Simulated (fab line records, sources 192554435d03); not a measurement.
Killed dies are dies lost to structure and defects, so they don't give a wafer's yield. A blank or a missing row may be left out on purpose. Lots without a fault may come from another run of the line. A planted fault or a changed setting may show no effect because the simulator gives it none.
Chamber matching | flow n5_finfet | N5_BEOL_M6_ETCH_72 on rie_diel-06: 4 sister chambers
The step etches underlayer in N2/H2, target depth 6.5 nm, time 5.2 s. 16 wafers are shown with their chamber, then 8 later ones without.

WAFERS WITH THEIR CHAMBER
wafer  | chamber | drypump_motor_current_A (A) | showerhead_plenum_p_Torr (Torr) | etch_rf_on_time_s (s)
L075.1 | 2       | 5.4                         | 2.53                            | 5.42
L075.3 | 1       | 6.5                         | 2.61                            | 5.38
L075.5 | 1       | 6.5                         | 2.61                            | 5.27
L083.1 | 2       | 5.4                         | 2.53                            | 5.50
L083.2 | 0       | 5.8                         | 2.64                            | 5.16
L083.3 | 3       | 5.3                         | 2.57                            | 5.50
L084.1 | 3       | 5.3                         | 2.57                            | 5.48
L084.3 | 2       | 5.4                         | 2.52                            | 5.54
L084.6 | 1       | 6.5                         | 2.61                            | 5.03
L088.2 | 3       | 5.3                         | 2.57                            | 5.51
L088.3 | 1       | 6.5                         | 2.61                            | 5.11
L088.6 | 2       | 5.4                         | 2.52                            | 5.63
L087.1 | 0       | 5.7                         | 2.63                            | 5.11
L087.3 | 1       | 6.5                         | 2.60                            | 5.04
L087.5 | 2       | 5.4                         | 2.52                            | 5.49
L091.1 | 3       | 5.3                         | 2.57                            | 5.54

SIGNATURES (means of the wafers above)
reading                  | chamber 0 | chamber 1 | chamber 2 | chamber 3 | scatter within a chamber
drypump_motor_current_A  | 5.750     | 6.500     | 5.400     | 5.300     | 0.0204
showerhead_plenum_p_Torr | 2.6350    | 2.6080    | 2.5240    | 2.5700    | 0.00456
etch_rf_on_time_s        | 5.1350    | 5.1660    | 5.5160    | 5.5075    | 0.1
Rule: a wafer's distance from a chamber is the root of the sum, over the readings, of the square of ((its reading less the chamber's mean) divided by the reading's scatter). The wafer belongs to the nearest chamber; if the next one is less than 2 further off, it can't be placed. The scatter: the root of (the sum of the squares of (reading less its chamber's mean) over the shown wafers, divided by (wafers less chambers)).

WAFERS WITHOUT THEIR CHAMBER
wafer  | drypump_motor_current_A (A) | showerhead_plenum_p_Torr (Torr) | etch_rf_on_time_s (s)
L091.3 | 6.5                         | 2.60                            | 5.15
L091.4 | 5.8                         | 2.63                            | 5.27
L094.2 | 5.4                         | 2.52                            | 5.45
L094.5 | 5.3                         | 2.56                            | 5.45
L094.6 | 5.8                         | 2.63                            | 5.16
L096.4 | 6.5                         | 2.59                            | 5.09
L096.5 | 5.7                         | 2.62                            | 5.15
L096.6 | 6.5                         | 2.59                            | 5.10

WHICH CHAMBER EACH WENT THROUGH
wafer  | from the rows above | in truth
L091.3 | 1                   | 1
L091.4 | 0                   | 0
L094.2 | 2                   | 2
L094.5 | 3                   | 3
L094.6 | 0                   | 0
L096.4 | 1                   | 1
L096.5 | 0                   | 0
L096.6 | 1                   | 1
Placed correctly: 8 of 8. Can't be placed from these rows: 0. Placed wrongly: 0.
